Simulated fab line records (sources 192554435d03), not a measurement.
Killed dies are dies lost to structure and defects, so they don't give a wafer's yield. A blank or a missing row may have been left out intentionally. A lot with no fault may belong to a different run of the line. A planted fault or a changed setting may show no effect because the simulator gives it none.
Which of the tools did it? ; flow n5_finfet ; Sampling: 11 lots, 33 wafers, 5 of 1938 route steps

== WHAT THE GAUGES READ, wafer by wafer ==
The record holds no reading of a measuring or inspecting step that can be judged against a usual standard deviation.

== WHAT TOOL EACH LOT RAN ON (gives the tool, then ch and the chambers of the sampled wafers, and finally the start) ==
lot;N5_BEOL_M10_SURFACE_TREAT_76;N5_BEOL_M10_DEP_56;N5_BEOL_M11_PECVD_70;N5_BEOL_M11_COAT_59;N5_PASSIVATION_PROBE_49
L914;pvd_sputter-03, day 11 02:13;pecvd-04 ch 0,1, day 11 03:23;pecvd-03 ch 0,2, day 11 04:11;litho_track-03 ch 0, day 11 04:23;-
L915;pvd_sputter-02, day 11 11:00;pecvd-04 ch 0,2, day 11 12:06;pecvd-03 ch 0,2, day 11 12:55;litho_track-02 ch 0, day 11 14:43;-
L917;pvd_sputter-03, day 11 20:21;pecvd-03 ch 0,2, day 11 21:38;pecvd-04 ch 0,1,2, day 11 22:29;litho_track-03 ch 0, day 12 00:07;-
L921;pvd_sputter-01, day 12 11:40;pecvd-03 ch 0,1,2, day 12 12:58;pecvd-03 ch 0,1,2, day 12 14:01;litho_track-02 ch 0, day 12 15:26;prober-02, day 14 18:10
L920;pvd_sputter-03, day 12 19:25;pecvd-02 ch 0,2, day 12 20:49;pecvd-01 ch 0,2, day 12 21:34;litho_track-04 ch 0, day 12 22:22;-
L922;pvd_sputter-01, day 13 05:40;pecvd-02 ch 0,1,2, day 13 06:49;pecvd-04 ch 0,1,2, day 13 08:17;litho_track-02 ch 0, day 13 08:27;prober-02, day 15 11:10
L923;pvd_sputter-02, day 13 07:56;pecvd-03 ch 1,2, day 13 09:02;pecvd-04 ch 0,1, day 13 09:49;litho_track-04 ch 0, day 13 11:53;prober-01, day 15 16:43
L926;pvd_sputter-03, day 13 13:31;pecvd-03 ch 0,1,2, day 13 14:43;pecvd-04 ch 1,2, day 13 15:29;litho_track-04 ch 0, day 13 16:20;prober-02, day 15 17:07
L925;pvd_sputter-02, day 13 16:19;pecvd-04 ch 0,1,2, day 13 17:37;pecvd-03 ch 0,1,2, day 13 18:22;litho_track-04 ch 0, day 13 19:13;prober-02, day 15 21:14
L935;pvd_sputter-03, day 17 01:41;pecvd-04 ch 0,2, day 17 02:50;pecvd-04 ch 1,2, day 17 03:36;litho_track-03 ch 0, day 17 05:13;-
L936;pvd_sputter-02, day 17 03:11;pecvd-02 ch 0,1,2, day 17 04:46;pecvd-04 ch 0,1,2, day 17 05:52;litho_track-02 ch 0, day 17 06:26;-
- N5_BEOL_M10_SURFACE_TREAT_76
- N5_BEOL_M10_DEP_56: deposits SiCN from 3MS/NH3, target thk 15 nm, time 26.5 s.
- N5_BEOL_M11_PECVD_70: deposits SiO2 from TEOS/O2, target thk 20 nm, time 22.7 s.
- N5_BEOL_M11_COAT_59: time 60 s, resist thk 100 nm.
- N5_PASSIVATION_PROBE_49

== WHAT THE TOOLS THEMSELVES READ (means of the sampled wafers that have a number; where no wafer has one, the mark that the record gives instead) ==
N5_BEOL_M10_DEP_56. Usual: showerhead_plenum_p_Torr 3.666 Torr, standard deviation 0.013; throttle_valve_pct 9.3 %, standard deviation 0.49.
lot;tool;showerhead_plenum_p_Torr (Torr);throttle_valve_pct (%);flag
L914;pecvd-04;3.677;9.7;
L915;pecvd-04;3.665;9.2;
L917;pecvd-03;3.662;9.4;
L921;pecvd-03;3.664;9.5;
L920;pecvd-02;3.653;9.0;
L922;pecvd-02;3.667;8.9;
L923;pecvd-03;3.660;9.4;
L926;pecvd-03;3.664;9.5;
L925;pecvd-04;3.663;9.4;
L935;pecvd-04;3.668;9.4;
L936;pecvd-02;3.661;8.8;

N5_BEOL_M11_PECVD_70. Usual: heater_power_w 795 W, standard deviation 110; showerhead_plenum_p_Torr 8.78 Torr, standard deviation 0.036; throttle_valve_pct 23.1 %, standard deviation 1.3.
lot;tool;heater_power_w (W);showerhead_plenum_p_Torr (Torr);throttle_valve_pct (%);flag
L914;pecvd-03;690;8.77;22.8;
L915;pecvd-03;711;8.76;22.5;
L917;pecvd-04;850;8.79;23.0;
L921;pecvd-03;737;8.77;23.1;
L920;pecvd-01;717;8.69;22.2;
L922;pecvd-04;852;8.79;23.3;
L923;pecvd-04;841;8.81;23.9;
L926;pecvd-04;911;8.80;23.7;
L925;pecvd-03;713;8.77;23.2;
L935;pecvd-04;915;8.76;22.8;
L936;pecvd-04;866;8.80;23.3;

N5_BEOL_M11_COAT_59. Usual: dispense_pressure_kPa 50.0 kPa, standard deviation 1.9; heater_power_total_W 500.5 W, standard deviation 1.8; plate_temp_C 250.01 C, standard deviation 0.17; spin_speed_rpm 1500.0 rpm, standard deviation 0.99.
lot;tool;dispense_pressure_kPa (kPa);heater_power_total_W (W);plate_temp_C (C);spin_speed_rpm (rpm);flag
L914;litho_track-03;47.2;502.2;250.03;1500.8;
L915;litho_track-02;52.0;499.5;249.85;1500.2;
L917;litho_track-03;47.2;500.1;249.98;1500.1;
L921;litho_track-02;52.0;500.2;250.11;1500.2;
L920;litho_track-04;50.4;500.0;249.99;1500.6;
L922;litho_track-02;52.0;500.8;249.90;1500.4;
L923;litho_track-04;50.4;500.6;250.08;1498.8;
L926;litho_track-04;50.3;517.2;256.30;1499.1;OFF
L925;litho_track-04;50.4;515.6;256.35;1501.0;OFF
L935;litho_track-03;47.2;500.7;249.99;1499.3;
L936;litho_track-02;52.0;502.5;250.02;1500.4;

N5_PASSIVATION_PROBE_49. Usual: defect_limited_yield 91.2 %, standard deviation 1.4; killed_at_M0_to_M3 35, standard deviation 11; killed_at_M4_up 14, standard deviation 5.6; killed_at_contacts 12, standard deviation 5.6; killed_at_front_end 38, standard deviation 11; killed_at_other 4, standard deviation 3.4; killed_dies 103, standard deviation 17; killed_open 68, standard deviation 12; killed_short 33, standard deviation 8.8; sort_bin_4_leakage 0.00 %, standard deviation 0.007; sort_bin_5_function 5.1 %, standard deviation 0.89; sort_bin_6_memory 3.3 %, standard deviation 0.71; sort_n_pass 1077, standard deviation 17; sort_yield_pct 91.2 %, standard deviation 1.4.
lot;tool;defect_limited_yield (%);killed_at_M0_to_M3;killed_at_M4_up;killed_at_contacts;killed_at_front_end;killed_at_other;killed_dies;killed_open;killed_short;sort_bin_4_leakage (%);sort_bin_5_function (%);sort_bin_6_memory (%);sort_n_pass;sort_yield_pct (%);flag
L921;prober-02;92.0;34;13;11;30;6;94;61;32;0.00;5.1;2.6;1086;92.0;
L922;prober-02;91.4;34;14;11;37;6;102;60;41;0.00;4.9;3.3;1078;91.4;
L923;prober-01;93.4;25;17;4;29;3;78;59;18;0.00;4.3;2.1;1102;93.4;
L926;prober-02;89.3;33;6;20;52;16;126;73;50;0.00;5.8;4.3;1054;89.3;OFF
L925;prober-02;91.0;48;9;13;33;2;106;73;29;0.00;5.0;3.5;1074;91.0;

== THE ANSWER, worked out from the rows above alone ==
Rule: take the mean of a lot's wafers that have a number; if it is more than 3 standard deviations from the usual mean, the lot is off. A lot without any number at a reading at which 4 lots or more have one is off too. Where the step has rows for the other lots, those lots are counted as sound. The gauges are gone through in route order, then the tools' own readings, and for those a lot's mean is taken as printed above. At the first step where some lot is off, the reading lying furthest off is the one used; lots without a number count as furthest.
Off: L926, L925 (N5_BEOL_M11_COAT_59, plate_temp_C).
A tool fits if, at that step or a process step before it, it ran every lot that is off, and no sound lot after the first of them. One fits: litho_track-04 at N5_BEOL_M11_COAT_59. A fault onset in the window from L923 (day 13 11:53, its last sound lot) to L926 (day 13 16:20, its first lot off) fits.
The tool's own readings at N5_BEOL_M11_COAT_59 bear it out: on the lots that are off they differ by more than 5 times the standard deviation of the sound lots' means. heater_power_total_W reads 516.4 W there against 500.7 W on the sound lots; plate_temp_C reads 256.33 C there against 249.99 C on the sound lots.

== WHAT THE SIMULATOR HAD PUT IN ==
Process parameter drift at N5_BEOL_M11_COAT_59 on litho_track-04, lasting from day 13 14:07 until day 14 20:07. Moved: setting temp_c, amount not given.
Struck lots among those shown: L926, L925. The same result came from the rule above.
